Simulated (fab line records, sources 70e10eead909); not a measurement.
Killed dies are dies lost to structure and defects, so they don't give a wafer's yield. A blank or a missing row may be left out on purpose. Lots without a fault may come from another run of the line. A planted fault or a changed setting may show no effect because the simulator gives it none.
Problem report in the 8D (eight disciplines) form, filled by code | flow nand_harc | the parts of the form that need people (team, actions taken, sign-off) are left out

1. THE PROBLEM
raw_defect_count at NHARC_P_GATE_INSPECT_68 reads a mean of 1542 on 6 wafers of 2 lots; wafers without a fault read 186 with a standard deviation of 75. That is +18 standard deviations from the usual mean.
First seen on wafer L959.2, day 8 08:09, on defect_inspect-01. The record holds 36 wafers of 12 lots with a number at this step. Rule for "out", or "out of limits": more than 4 standard deviations from the usual mean. The other wafers with a number count as sound.

2. WHAT IT IS AND WHAT IT IS NOT
question                    | is                                   | is not
which readings at this step | raw_defect_count                     | -
which lots                  | L959, L961                           | L956, L958, L960, L968, L969, L970, L971, L972, L974, L976
which wafers of those lots  | all that have a number               | -
read on which gauges        | defect_inspect-01, defect_inspect-02 | -
when                        | from day 8 08:09                     | up to then (6 sound wafers); but 24 sound wafers of L960, L968, L969, L970, L971, L972, L974, L976 came after

3. SUSPECTS, AND WHAT RULES EACH OUT
Counting: a tool at a process step up to the reading stays a suspect if it ran every lot that is out and no sound lot after the first of them.
- the gauge at NHARC_P_GATE_INSPECT_68: ruled out. The wafers that are out were read on 2 gauges (defect_inspect-01, defect_inspect-02).
- plasma_asher-02 at NHARC_P_GATE_STRIP_111 (strips in N2/H2, time 250 s): ruled out as a lasting fault. Sound lots L969, L971, L972, L974 ran on it after its first lot that is out, L959 (day 8 01:41).
- plasma_asher-02 at NHARC_P_GATE_STRIP_76 (strips in O2): ruled out as a lasting fault. Sound lots L960, L968, L970, L972, L974, L976 ran on it after its first lot that is out, L959 (day 8 03:42).
Left after counting: nothing in the record.

4. THE CAUSE (what the simulator had put in)
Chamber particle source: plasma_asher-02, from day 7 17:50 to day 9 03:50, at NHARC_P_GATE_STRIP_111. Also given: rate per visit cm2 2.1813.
Counting ruled it out, wrongly: the rule takes a fault to strike every lot that its tool runs from its start on, and this one did not.

5. THE CHAIN OF EFFECTS, in route order
Each row: a reading whose mean over the struck wafers that have a number lies more than 3 standard deviations from the usual. Only readings for which the record gives a usual standard deviation are gone through. hours: the time from each lot's start at the first step in this table that gives one to its start at this step, as a median over the lots. sigmas: the change in usual standard deviations.
hours | step                    | reading             | usual | on struck wafers | change | sigmas
0     | NHARC_P_GATE_INSPECT_68 | raw_defect_count    | 186   | 1542             | +1356  | +18
444   | NHARC_END_SORT_01       | killed_at_periphery | 3.8   | 83.2             | +79.4  | +36
444   | NHARC_END_SORT_01       | killed_dies         | 61    | 146              | +86    | +4.5

6. WHAT WOULD HAVE CAUGHT IT SOONER
In this record the first reading out of limits at a measuring or inspecting step was taken at day 8 08:09, 14 hours after the fault began at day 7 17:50.
Of the tool readings at NHARC_P_GATE_STRIP_111 for which the record gives a usual standard deviation, none was out on any struck wafer, so an alarm limit of 4 standard deviations on them would not have fired.
